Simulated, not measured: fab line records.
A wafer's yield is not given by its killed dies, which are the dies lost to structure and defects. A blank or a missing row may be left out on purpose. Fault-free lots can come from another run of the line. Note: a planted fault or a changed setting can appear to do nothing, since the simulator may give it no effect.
The tool behind it: which one? :: flow nand-harc :: 6 lots with 18 wafers sampled at 2 steps, on a route of 1302 steps

WHAT EACH GAUGE READ, for each wafer
NHARC_A_ONON_D2_THK_MEAS_34: measures by ellipsometry.
lot: L134
measured: day 13 08:29
on: film-metro-01
thk-nm (nm): 204 204 202

lot: L136
measured: day 13 22:51
on: film-metro-01
thk-nm (nm): 200 207 206

lot: L143
measured: day 17 14:17
on: film-metro-01
thk-nm (nm): 228 228 228

lot: L148
measured: day 18 16:28
on: film-metro-02
thk-nm (nm): 204 204 206

lot: L153
measured: day 21 00:37
on: film-metro-02
thk-nm (nm): 200 208 197

lot: L156
measured: day 22 09:07
on: film-metro-02
thk-nm (nm): 203 196 198

TOOL THAT RAN EACH LOT (tool first, then ch and the chambers of the sampled wafers, then the start)
lot: L134
NHARC_A_ONON_D2_DEP_33: pecvd-04 ch 0,1,2, day 13 08:07

lot: L136
NHARC_A_ONON_D2_DEP_33: pecvd-01 ch 0,1,2, day 13 22:32

lot: L143
NHARC_A_ONON_D2_DEP_33: pecvd-01 ch 0,1, day 17 13:52

lot: L148
NHARC_A_ONON_D2_DEP_33: pecvd-04 ch 0,2, day 18 16:07

lot: L153
NHARC_A_ONON_D2_DEP_33: pecvd-04 ch 0,1, day 21 00:13

lot: L156
NHARC_A_ONON_D2_DEP_33: pecvd-03 ch 0,1,2, day 22 08:43
- NHARC_A_ONON_D2_DEP_33: deposits SiO2, target thk 200 nm.

THE ANSWER, worked out from the rows above alone
Rule: what is usual is taken from the lots themselves. Put in order of their means at a reading, lots are off if they are a third of the lots or fewer, leave a main group of 4 or more, and stand apart from it by a gap of 3 or more times the standard deviation of the main group's means; of several such gaps the widest counts. Not used: any main group whose means are identical at the precision the tables above print for the reading. A lot without any number at a reading at which 4 lots or more have one is off too. The other lots that the step has rows for count as sound.
Off, at NHARC_A_ONON_D2_THK_MEAS_34 on thk-nm: L143. The main group: mean 203 nm, standard deviation 2.1.
A tool fits if, at a process step before that reading, it ran every lot that is off, and no sound lot after the first of them. Those tools and the gauges at NHARC_A_ONON_D2_THK_MEAS_34 are tried in the same way. This does not decide it: 2 tools fit, namely pecvd-01 at NHARC_A_ONON_D2_DEP_33 and film-metro-01 at NHARC_A_ONON_D2_THK_MEAS_34.

WHAT THE SIMULATOR PUT IN
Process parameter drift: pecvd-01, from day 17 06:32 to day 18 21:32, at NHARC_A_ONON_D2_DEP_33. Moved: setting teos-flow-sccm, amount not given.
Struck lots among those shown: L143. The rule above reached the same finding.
